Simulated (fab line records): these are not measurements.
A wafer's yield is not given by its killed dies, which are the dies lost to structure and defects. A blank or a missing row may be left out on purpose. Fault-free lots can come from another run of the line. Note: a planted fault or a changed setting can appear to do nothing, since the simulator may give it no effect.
Which tool was responsible? + flow nandHarc + 6 lots, 18 wafers sampled, at 2 steps of a route of 1302

## WHAT EACH GAUGE READ, for each wafer
NHARC_A_M1_CD_MEAS_09 targets a cd of 120 nm.
| lot  | measured     | on       | cdNm (nm)         |
|------|--------------|----------|-------------------|
| L971 | day 23 03:05 | cdSem-02 | 119.3 119.4 120.2 |
| L972 | day 23 18:17 | cdSem-02 | 120.1 119.8 120.1 |
| L976 | day 26 07:25 | cdSem-03 | 120.7 119.9 120.4 |
| L977 | day 26 15:28 | cdSem-02 | 122.7 122.8 123.5 |
| L984 | day 29 01:01 | cdSem-03 | 119.3 118.7 119.4 |
| L988 | day 30 01:26 | cdSem-03 | 120.4 120.1 120.9 |

## EACH LOT AND THE TOOL THAT RAN IT (in order: tool; ch and the chambers of the sampled wafers; start)
| lot  | NHARC_A_M1_EXPOSE_06              |
|------|-----------------------------------|
| L971 | arfiScanner-03 ch 0, day 23 02:57 |
| L972 | arfiScanner-01 ch 0, day 23 18:09 |
| L976 | arfiScanner-02 ch 0, day 26 07:16 |
| L977 | arfiScanner-01 ch 0, day 26 15:20 |
| L984 | arfiScanner-03 ch 0, day 29 00:53 |
| L988 | arfiScanner-02 ch 0, day 30 01:17 |
- NHARC_A_M1_EXPOSE_06: exposes mask A M1, target cd 120 nm.

## THE ANSWER, worked out from the rows above alone
Rule: the lots themselves supply what counts as usual. The widest of any qualifying gaps counts: lots, ordered by their means at a reading, are off when they make up no more than a third of the lots, leave a main group of 4 or more, and stand apart from it by 3 or more times the standard deviation of that group's means. If all means in a main group match to the digits the tables above print for the reading, that group is not used. Also off: a lot with no number at a reading for which 4 or more lots have one. Where the step has rows for the other lots, those lots are counted as sound.
Off: L977 (NHARC_A_M1_CD_MEAS_09, cdNm). Main group: mean 119.9 nm, sd 0.49.
If a tool, at a process step before that reading, ran all the lots that are off and no sound lot after the first of them, it fits. Gauges at NHARC_A_M1_CD_MEAS_09: tried the same way as those tools. Undecided on this evidence; 2 tools fit (arfiScanner-01 at NHARC_A_M1_EXPOSE_06, cdSem-02 at NHARC_A_M1_CD_MEAS_09).

## WHAT WAS PUT IN BY THE SIMULATOR
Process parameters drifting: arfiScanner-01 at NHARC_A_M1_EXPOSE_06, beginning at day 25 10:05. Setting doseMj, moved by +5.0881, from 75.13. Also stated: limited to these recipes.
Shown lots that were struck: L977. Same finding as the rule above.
